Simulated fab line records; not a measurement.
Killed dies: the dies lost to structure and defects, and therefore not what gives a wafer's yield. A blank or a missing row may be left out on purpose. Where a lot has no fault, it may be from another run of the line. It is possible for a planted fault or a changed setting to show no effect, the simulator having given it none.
fab line records	flow nand-harc
record: lots: 6	wafers: 18	last-day: 32
route steps=1302 shown A_CHANNEL_HOLE_D1@480 A_CHANNEL_FILL_D1@490 END@1302
lots untouched by any fault: they come from a run of this same line in which no faults occurred
start-h: the number of hours between the record's first day and the start of the first shown wafer of the lot	wait-h: how many hours have passed since the lot's step before this one	" identical to the entry in the row above	L1.1+2: one row covering several wafers at once	- value missing, or start not given	* or withheld: withheld	< > ~ a bound
route shown NAME@n: names a module that has steps shown in the file, with the first one's number in the route	usual: mean/standard deviation of fault-free wafers	same: alike in all rows	chamber/n: place in a boat	sites: the reading at each site	_std_site: standard deviation of those values	_edge_site: inner sites' mean taken away from outer sites' mean	radius-mm: for every site, how far away it sits from the centre of the wafer	mask NAME#n: copy n	behind: the last tool/chamber to shape the wafer	hold: reason for holding the lot/hours on hold/outcome of the hold	device: the transistor (n, p or np) that didn't switch	end of line: the tests these same wafers got at the end of their route	a step with no rows: only its recipe	killed: dies that structure and defects cost at the first sort, which is not the same as the wafer's yield	map: the dies of a wafer, with x for killed, . for not killed, _ for no die there
set.NAME: the setting as run; set.NAME@STEP: as run at that earlier step	model.NAME: the simulator's own value behind a step, which no gauge read
lots at some steps of the route; a table a step, a row a wafer
services: the hour from which a tool's chamber was out of use, counted from the record's first day as start-h (under 0 if before that day), plus the number of hours and why
== steps ==
step: NHARC_A_CHANNEL_HOLE_D1_STRIP_41
recipe: n2-flow-sccm: 150	h2-flow-sccm: 150	ar-flow-sccm: 0	bias-w: 0	chemistry: N2/H2
step: NHARC_A_CHANNEL_HOLE_D1_STRIP_42
recipe: cf4-flow-sccm: 100	chf3-flow-sccm: 30	ar-flow-sccm: 0	bias-w: 0	chemistry: CF4/CHF3
step: NHARC_A_CHANNEL_HOLE_D1_STRIP_43
recipe: o2-flow-sccm: 400	cos-flow-sccm: 20	ar-flow-sccm: 0	bias-w: 0	chemistry: O2/COS
step: NHARC_A_CHANNEL_HOLE_D1_ETCH_44
recipe: target-depth-a: 1400	overetch-a: 140	time-s: 77	ion-energy-ev: 100	cf4-flow-sccm: 80	o2-flow-sccm: 20	ar-flow-sccm: 0	rf-w: 300	bias-w: 100	chemistry: CF4/O2
usual: drypump-motor-current-A: 5.7/0.31	oes_o_777_au: 1.000/0.0044	oes-product-au: 0.995/0.011	rf-vpp-V: 197.4/1.3	showerhead-plenum-p-Torr: 1.32/0.048	throttle-valve-pct: 13.397/0.009
lot.wafer	tool	chamber	start-h	wait-h	drypump-motor-current-A	oes_o_777_au	oes-product-au	rf-hours-counter-h	rf-vpp-V	showerhead-plenum-p-Torr	throttle-valve-pct
L484.3	rie-diel-03	0	239.95	0.1	5.7	1.003	0.998	9	197.1	1.27	13.387
L484.4	"	1	"	"	5.7	0.994	0.993	-	199.1	1.39	13.411
L484.5	"	2	"	"	5.0	0.991	0.998	-	196.7	1.31	13.384
L489.4	rie-diel-12	1	290.90	0.3	5.8	0.996	0.988	6	200.1	1.35	13.389
L489.1	"	2	"	"	5.8	1.003	0.982	0	197.3	1.35	13.401
L489.5	"	1	"	"	5.8	1.001	0.988	-	197.7	1.35	13.389
L497.1	rie-diel-03	0	372.57	0.1	5.8	0.994	0.982	7	195.0	1.27	13.399
L497.3	"	1	"	"	5.7	0.996	0.977	7	200.5	1.39	13.386
L497.5	"	1	"	"	5.7	0.998	0.984	-	198.8	1.39	13.397
L498.2	rie-diel-03	0	373.73	0.1	5.7	0.997	0.996	7	196.8	1.27	13.400
L498.4	"	1	"	"	5.7	1.000	0.992	7	199.3	1.39	13.393
L498.6	"	2	"	"	5.0	1.000	0.999	-	197.2	1.30	13.398
L500.4	rie-diel-03	1	406.35	0.1	5.7	1.008	0.989	11	199.5	1.38	13.394
L500.1	"	2	"	"	5.0	1.002	1.007	11	197.6	1.30	13.391
L500.5	"	3	"	"	6.1	1.004	1.008	-	195.8	1.26	13.392
L501.3	rie-diel-12	2	407.64	0.1	5.8	0.995	1.000	36	196.6	1.34	13.398
L501.6	"	1	"	"	5.8	1.009	1.009	-	198.6	1.34	13.414
L501.5	"	2	"	"	5.8	0.995	1.011	-	196.8	1.34	13.412
step: NHARC_A_CHANNEL_HOLE_D1_STRIP_27
recipe: o2-flow-sccm: 500	ar-flow-sccm: 0	bias-w: 0	chemistry: O2
usual: drypump-motor-current-A: 5.7/0.32	oes-product-au: 0.996/0.011	rf-vpp-V: 57.7/0.82	showerhead-plenum-p-Torr: 3.49/0.12	throttle-valve-pct: 17.036/0.0094
lot.wafer	tool	chamber	start-h	wait-h	drypump-motor-current-A	oes-product-au	rf-hours-counter-h	rf-vpp-V	showerhead-plenum-p-Torr	throttle-valve-pct
L484.3	rie-diel-03	0	-	-	5.8	1.000	9	57.1	3.37	17.022
L484.5	"	2	"	"	5.0	0.998	-	57.6	3.46	17.035
L484.4	"	0	"	"	5.7	0.998	-	56.3	3.37	17.031
L489.1	rie-diel-12	1	-	-	5.8	1.010	6	58.1	3.55	17.053
L489.4	"	2	"	"	5.8	0.981	0	57.1	3.55	17.054
L489.5	"	1	"	"	5.8	0.997	-	58.2	3.56	17.027
L497.3	rie-diel-03	3	-	-	6.1	0.996	8	56.7	3.34	17.037
L497.1	"	2	"	"	5.0	1.002	8	57.9	3.45	17.030
L497.5	"	0	"	"	5.7	0.997	-	56.4	3.36	17.029
L498.2	rie-diel-03	0	-	-	5.8	0.994	7	59.0	3.36	17.034
L498.4	"	2	"	"	5.0	1.008	8	58.4	3.45	17.027
L498.6	"	1	"	"	5.7	0.999	-	57.2	3.66	17.033
L500.1	rie-diel-03	3	-	-	6.1	1.003	12	56.2	3.34	17.035
L500.4	"	0	"	"	5.8	1.002	11	59.2	3.36	17.039
L500.5	"	2	"	"	5.0	0.999	-	55.9	3.45	17.042
L501.3	rie-diel-12	2	-	-	5.8	1.002	36	56.4	3.53	17.034
L501.6	"	0	"	"	5.9	1.010	-	57.3	3.41	17.030
L501.5	"	1	"	"	5.8	1.001	-	57.0	3.53	17.029
step: NHARC_A_CHANNEL_HOLE_D1_PRECLEAN_28
recipe: time-s: *	temp-c: 50	bath-age-min: 0	chemistry: SC1
step: NHARC_A_CHANNEL_HOLE_D1_SRD_29
step: NHARC_A_CHANNEL_HOLE_D1_CD_MEAS_30
usual: cd-nm: 90.0/1.6
lot.wafer	tool	chamber	start-h	wait-h	cd-nm
L484.3	cd-sem-01	-	240.89	-	92.3
L484.4	"	-	"	"	88.6
L484.5	"	-	"	"	90.9
L489.1	cd-sem-02	-	291.70	-	89.9
L489.4	"	-	"	"	90.4
L489.5	"	-	"	"	89.2
L497.1	cd-sem-03	-	373.38	-	92.9
L497.3	"	-	"	"	90.2
L497.5	"	-	"	"	90.0
L498.2	cd-sem-01	-	374.51	-	89.7
L498.4	"	-	"	"	90.6
L498.6	"	-	"	"	89.1
L500.1	cd-sem-03	-	407.14	-	89.5
L500.4	"	-	"	"	87.7
L500.5	"	-	"	"	89.5
L501.3	cd-sem-02	-	408.43	-	92.0
L501.5	"	-	"	"	92.7
L501.6	"	-	"	"	91.0
step: NHARC_A_CHANNEL_HOLE_D1_XSEM_31
recipe: landing-energy-ev: 35000
usual: bot-cd-nm: 74.8/1.6	bow-nm: 8.64/0.29	tilt-deg: 0.07/0.041
lot.wafer	tool	chamber	start-h	wait-h	bot-cd-nm	bow-nm	tilt-deg
L484.3	xsem-02	0	240.98	0.1	76.6	8.79	0.13
L484.4	"	0	"	"	72.6	8.81	0.13
L484.5	"	0	"	"	74.6	8.81	0.13
L489.1	xsem-02	0	291.79	0.1	75.0	8.72	0.14
L489.4	"	0	"	"	75.1	8.74	0.14
L489.5	"	0	"	"	73.5	8.72	0.14
L497.1	xsem-02	0	373.47	0.1	78.5	7.99	0.06
L497.3	"	0	"	"	75.2	8.00	0.06
L497.5	"	0	"	"	75.6	8.00	0.06
L498.2	xsem-02	0	374.61	0.1	74.0	8.43	0.05
L498.4	"	0	"	"	74.9	8.39	0.05
L498.6	"	0	"	"	72.8	8.44	0.05
L500.1	xsem-01	0	407.24	0.1	73.7	8.85	0.05
L500.4	"	0	"	"	72.1	8.86	0.05
L500.5	"	0	"	"	73.7	8.87	0.05
L501.3	xsem-02	0	408.52	0.1	76.2	8.51	0.09
L501.5	"	0	"	"	76.8	8.48	0.09
L501.6	"	0	"	"	74.9	8.59	0.09
step: NHARC_A_CHANNEL_HOLE_D1_INSPECT_40
usual: raw-defect-count: 74/27
lot.wafer	tool	chamber	start-h	wait-h	raw-defect-count
L484.3	defect-inspect-02	-	241.08	-	95
L484.4	"	-	"	"	119
L484.5	"	-	"	"	99
L489.1	defect-inspect-02	-	291.89	-	60
L489.4	"	-	"	"	40
L489.5	"	-	"	"	42
L497.1	defect-inspect-02	-	373.57	-	61
L497.3	"	-	"	"	68
L497.5	"	-	"	"	67
L498.2	defect-inspect-02	-	374.70	-	88
L498.4	"	-	"	"	79
L498.6	"	-	"	"	105
L500.1	defect-inspect-02	-	407.34	-	83
L500.4	"	-	"	"	70
L500.5	"	-	"	"	63
L501.3	defect-inspect-01	-	408.61	-	55
L501.5	"	-	"	"	30
L501.6	"	-	"	"	26
step: NHARC_A_CHANNEL_FILL_D1_PRECLEAN_00
recipe: time-s: *	temp-c: 50	bath-age-min: 0	chemistry: SC1
step: NHARC_A_CHANNEL_FILL_D1_SRD_01
step: NHARC_A_CHANNEL_FILL_D1_ALD_02
recipe: target-thk-a: 60	pulse-time-s: 10	ald-cycles: 60	temp-c: 300	material: SiO2
usual: ald-cycles: 60/0	heater-power-outer-w: 269/28	heater-power-w: 475/46	precursor-pulse-height-rel: 1.001/0.02
lot.wafer	tool	chamber	start-h	wait-h	ald-cycles	heater-power-outer-w	heater-power-w	precursor-pulse-height-rel
L484.4	ald-hk-01	3	241.31	0.1	60	240	423	0.983
L484.3	"	0	"	"	60	280	493	0.981
L484.5	"	3	"	"	60	243	416	1.021
L489.4	ald-hk-01	3	292.16	-	60	241	426	1.003
L489.1	"	1	"	"	60	227	423	0.976
L489.5	"	2	"	"	60	285	490	0.995
L497.3	ald-hk-01	2	374.35	0.7	-	-	-	-
L497.1	"	0	"	"	-	-	-	-
L497.5	"	3	"	"	-	-	-	-
L498.2	ald-hk-01	2	375.05	-	-	-	-	-
L498.4	"	3	"	"	-	-	-	-
L498.6	"	0	"	"	-	-	-	-
L500.1	ald-hk-02	3	407.60	-	60	278	533	0.981
L500.4	"	1	"	"	60	217	417	0.999
L500.5	"	2	"	"	60	262	463	1.004
L501.3	ald-hk-01	0	409.03	-	60	276	474	1.005
L501.5	"	1	"	"	60	235	420	0.995
L501.6	"	2	"	"	60	276	497	0.973
step: NHARC_A_CHANNEL_FILL_D1_ALD_03
recipe: target-thk-a: 60	pulse-time-s: 60	ald-cycles: 58	temp-c: 630	pressure-torr: 2	material: SiNx
usual: chamber-pressure-Torr: 2.000/0.0049	precursor-pulse-height-rel: 1.001/0.02
same: ald-cycles: 58
lot.wafer	tool	chamber	start-h	wait-h	chamber-pressure-Torr	precursor-pulse-height-rel
L484.3	ald-sin-batch-02	0	-	-	2.002	1.027
L484.4	"	0	"	"	2.002	0.988
L484.5	"	0	"	"	2.006	1.014
L489.1	ald-sin-batch-02	0	-	-	1.990	0.996
L489.4	"	0	"	"	1.996	1.016
L489.5	"	0	"	"	1.996	1.006
L497.1	ald-sin-batch-03	0	-	-	1.993	1.030
L497.3	"	0	"	"	1.997	1.006
L497.5	"	0	"	"	1.995	1.023
L498.2	ald-sin-batch-03	0	-	-	1.993	1.008
L498.4	"	0	"	"	2.005	0.963
L498.6	"	0	"	"	2.007	0.965
L500.1	ald-sin-batch-02	0	-	-	2.001	1.016
L500.4	"	0	"	"	1.999	1.036
L500.5	"	0	"	"	1.999	1.010
L501.3	ald-sin-batch-02	0	-	-	1.999	0.966
L501.5	"	0	"	"	1.994	0.959
L501.6	"	0	"	"	2.000	1.031
step: NHARC_END_SORT_01
recipe: temp-c: 25
usual: killed-at-array: 52/19	killed-at-other: 1.0/1.2	killed-at-periphery: 4.1/2.8	killed-dies: 57/19	killed-open: 3.1/1.7	killed-short: 2.5/1.5
same: gross-dies: 677
lot.wafer	tool	chamber	start-h	wait-h	killed-at-array	killed-at-other	killed-at-periphery	killed-dies	killed-open	killed-short
L489.1	prober-02	0	662.07	2.5	68	2	3	73	6	4
L489.4	prober-02	0	664.44	3.4	54	2	4	60	4	1
L489.5	prober-02	0	665.23	3.7	27	0	4	31	1	1
L498.2	prober-01	0	750.10	2.8	675	0	2	677	2	1
L498.4	prober-01	0	751.68	3.4	673	1	3	677	4	2
L498.6	prober-01	0	753.27	4.0	677	0	0	677	6	4
L497.1	prober-01	0	761.31	2.5	676	0	1	677	2	2
L497.3	prober-01	0	762.90	3.1	674	2	1	677	2	2
L497.5	prober-01	0	764.48	3.7	673	1	3	677	3	0
killed by level:class
L489.1 A_SLIT:chamber-film-flake=34 A_CHANNEL_HOLE_D1:chamber-film-flake=10 A_CHANNEL_HOLE_D2:chamber-film-flake=9 A_M0:geometric-particle:open=3 A_ZERO_WELL:chamber-film-flake=3 A_CONTACT:chamber-film-flake=2 THIN_TSV:chamber-film-flake=2 P_M0:geometric-particle:short=1
L489.4 A_SLIT:chamber-film-flake=27 A_CHANNEL_HOLE_D2:chamber-film-flake=12 P_GATE:chamber-film-flake=4 A_ZERO_WELL:chamber-film-flake=3 A_CHANNEL_FILL_D1:chamber-film-flake=3 A_CONTACT:chamber-film-flake=2 A_ONON_D1:geometric-particle:open=1 A_DECK1_JOINT:geometric-particle:open=1
L489.5 A_SLIT:chamber-film-flake=13 A_CHANNEL_HOLE_D2:chamber-film-flake=6 P_GATE:chamber-film-flake=2 A_CHANNEL_HOLE_D1:chamber-film-flake=2 P_M0:geometric-particle:open=1 A_ONON_D1:geometric-particle:short=1 P_BONDPAD:chamber-film-flake=1 A_ZERO_WELL:chamber-film-flake=1
L498.2 A_CHANNEL_FILL_D1:area-ald=593 A_CHANNEL_HOLE_D1:chamber-film-flake=34 A_CHANNEL_HOLE_D2:chamber-film-flake=24 A_SLIT:chamber-film-flake=9 A_CONTACT:chamber-film-flake=6 A_ZERO_WELL:chamber-film-flake=3 A_CHANNEL_FILL_D2:chamber-film-flake=2 P_M1:geometric-particle:open=1
L498.4 A_CHANNEL_FILL_D1:area-ald=615 A_CHANNEL_HOLE_D1:chamber-film-flake=29 A_CHANNEL_HOLE_D2:chamber-film-flake=10 A_CONTACT:chamber-film-flake=6 A_SLIT:chamber-film-flake=5 P_M0:geometric-particle:open=2 A_ZERO_WELL:chamber-film-flake=2 P_M1:geometric-particle:open=1
L498.6 A_CHANNEL_FILL_D1:area-ald=608 A_CHANNEL_HOLE_D1:chamber-film-flake=33 A_CHANNEL_HOLE_D2:chamber-film-flake=8 A_CONTACT:chamber-film-flake=7 A_SLIT:chamber-film-flake=6 A_ZERO_WELL:chamber-film-flake=4 A_M0:geometric-particle:open=3 A_DECK1_JOINT:geometric-particle:short=2
L497.1 A_CHANNEL_FILL_D1:area-ald=648 A_SLIT:chamber-film-flake=8 A_CONTACT:chamber-film-flake=6 A_CHANNEL_HOLE_D1:chamber-film-flake=5 A_ZERO_WELL:chamber-film-flake=2 A_CHANNEL_FILL_D1:chamber-film-flake=2 A_CHANNEL_FILL_D1:geometric-particle:short=1 A_WL_FILL:geometric-particle:short=1
L497.3 A_CHANNEL_FILL_D1:area-ald=636 A_CHANNEL_HOLE_D1:chamber-film-flake=18 A_SLIT:chamber-film-flake=11 A_CONTACT:chamber-film-flake=3 A_STAIRCASE:chamber-film-flake=2 THIN_TSV:chamber-film-flake=2 P_M1:geometric-particle:short=1 A_CHANNEL_HOLE_D1:geometric-particle:open=1
L497.5 A_CHANNEL_FILL_D1:area-ald=636 A_CHANNEL_HOLE_D1:chamber-film-flake=14 A_SLIT:chamber-film-flake=8 A_CONTACT:chamber-film-flake=8 P_STI:chamber-film-flake=2 A_STAIRCASE:chamber-film-flake=2 P_CONTACT:geometric-particle:open=1 A_BLC:geometric-particle:open=1
map L497.1 (x killed, . not)
____________x____________
_________xxxxxxx_________
_______xxxxxxxxxxx_______
______xxxxxxxxxxxxx______
_____xxxxxxxxxxxxxxx_____
____xxxxxxxxxxxxxxxxx____
____xxxxxxxxxxxxxxxxx____
___xxxxxxxxxxxxxxxxxxx___
___xxxxxxxxxxxxxxxxxxx___
__xxxxxxxxxxxxxxxxxxxxx__
__xxxxxxxxxxxxxxxxxxxxx__
_xxxxxxxxxxxxxxxxxxxxxxx_
_xxxxxxxxxxxxxxxxxxxxxxx_
_xxxxxxxxxxxxxxxxxxxxxxx_
_xxxxxxxxxxxxxxxxxxxxxxx_
_xxxxxxxxxxxxxxxxxxxxxxx_
xxxxxxxxxxxxxxxxxxxxxxxxx
xxxxxxxxxxxxxxxxxxxxxxxxx
xxxxxxxxxxxxxxxxxxxxxxxxx
xxxxxxxxxxxxxxxxxxxxxxxxx
xxxxxxxxxxxxxxxxxxxxxxxxx
_xxxxxxxxxxxxxxxxxxxxxxx_
_xxxxxxxxxxxxxxxxxxxxxxx_
_xxxxxxxxxxxxxxxxxxxxxxx_
_xxxxxxxxxxxxxxxxxxxxxxx_
_xxxxxxxxxxxxxxxxxxxxxxx_
__xxxxxxxxxxxxxxxxxxxxx__
__xxxxxxxxxxxxxxxxxxxxx__
___xxxxxxxxxxxxxxxxxxx___
___xxxxxxxxxxxxxxxxxxx___
____xxxxxxxxxxxxxxxxx____
____xxxxxxxxxxxxxxxxx____
_____xxxxxxxxxxxxxxx_____
______xxxxxxxxxxxxx______
_______xxxxxxxxxxx_______
_________xxxxxxx_________
____________x____________
map L498.2 (x killed, . not)
____________x____________
_________xxxxxxx_________
_______xxxxxxxxxxx_______
______xxxxxxxxxxxxx______
_____xxxxxxxxxxxxxxx_____
____xxxxxxxxxxxxxxxxx____
____xxxxxxxxxxxxxxxxx____
___xxxxxxxxxxxxxxxxxxx___
___xxxxxxxxxxxxxxxxxxx___
__xxxxxxxxxxxxxxxxxxxxx__
__xxxxxxxxxxxxxxxxxxxxx__
_xxxxxxxxxxxxxxxxxxxxxxx_
_xxxxxxxxxxxxxxxxxxxxxxx_
_xxxxxxxxxxxxxxxxxxxxxxx_
_xxxxxxxxxxxxxxxxxxxxxxx_
_xxxxxxxxxxxxxxxxxxxxxxx_
xxxxxxxxxxxxxxxxxxxxxxxxx
xxxxxxxxxxxxxxxxxxxxxxxxx
xxxxxxxxxxxxxxxxxxxxxxxxx
xxxxxxxxxxxxxxxxxxxxxxxxx
xxxxxxxxxxxxxxxxxxxxxxxxx
_xxxxxxxxxxxxxxxxxxxxxxx_
_xxxxxxxxxxxxxxxxxxxxxxx_
_xxxxxxxxxxxxxxxxxxxxxxx_
_xxxxxxxxxxxxxxxxxxxxxxx_
_xxxxxxxxxxxxxxxxxxxxxxx_
__xxxxxxxxxxxxxxxxxxxxx__
__xxxxxxxxxxxxxxxxxxxxx__
___xxxxxxxxxxxxxxxxxxx___
___xxxxxxxxxxxxxxxxxxx___
____xxxxxxxxxxxxxxxxx____
____xxxxxxxxxxxxxxxxx____
_____xxxxxxxxxxxxxxx_____
______xxxxxxxxxxxxx______
_______xxxxxxxxxxx_______
_________xxxxxxx_________
____________x____________
== services ==
tool	chamber	start-h	hours	kind
rie-diel-12	1	219.81	2.7	repair
rie-diel-03	3	233.74	10.9	repair
rie-diel-03	0	235.84	-	clean
rie-diel-03	1	235.84	-	clean
rie-diel-03	2	235.84	-	clean
rie-diel-12	1	247.46	7.9	repair
rie-diel-03	0	260.34	-	clean
rie-diel-03	1	260.34	-	clean
rie-diel-03	2	260.34	-	clean
rie-diel-03	3	260.34	-	clean
rie-diel-12	3	262.30	14.8	repair
ald-sin-batch-02	-	266.00	26.0	pm
rie-diel-12	2	267.07	21.9	repair
rie-diel-12	-	270.69	9.0	pm
rie-diel-03	-	281.32	9.0	pm
rie-diel-03	0	281.32	9.0	vent-cycle
rie-diel-03	1	281.32	9.0	vent-cycle
rie-diel-03	2	281.32	9.0	vent-cycle
rie-diel-03	3	281.32	9.0	vent-cycle
rie-diel-03	2	311.91	2.2	repair
rie-diel-03	0	333.78	4.3	repair
ald-hk-02	-	350.13	10.0	pm
xsem-01	-	374.00	14.0	pm
rie-diel-03	0	402.70	2.8	repair
== key ==
first-sign: step: NHARC_A_CHANNEL_FILL_D1_ALD_02	reading: tool-record	direction: missing
effect: step: NHARC_END_SORT_01	reading: killed-dies	direction: up	sigmas: 33	usual: 57	struck: 677
more-kills-born-at: NHARC_A_CHANNEL_FILL_D1_ALD_02@ald-hk-01: 3736
met-at NHARC_A_CHANNEL_FILL_D1_ALD_02
struck-wafers L497.1,L497.3,L497.5,L498.2,L498.4,L498.6
later-rows-left-out L497.1,L497.3,L497.5,L498.2,L498.4,L498.6
tester-left-out L497,L498
onset-between 292.16 374.35
fault: kind: skipped-step-whole	tool: ald-hk-01	chamber: -	onset-h: 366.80	steps: NHARC_A_CHANNEL_FILL_D1_ALD_02	scope: struck-lots-only
tester-left-out: of these lots the tester's yield and bins aren't shown, on N5 and GAA mostly nor the transistor test; their killed dies are dies lost to structure and defects alone, not to doping, threshold or leakage, so they don't give the yield
later-rows-left-out: the simulator's readings of these wafers behind a module that went badly wrong aren't trusted and aren't shown, but for the sort
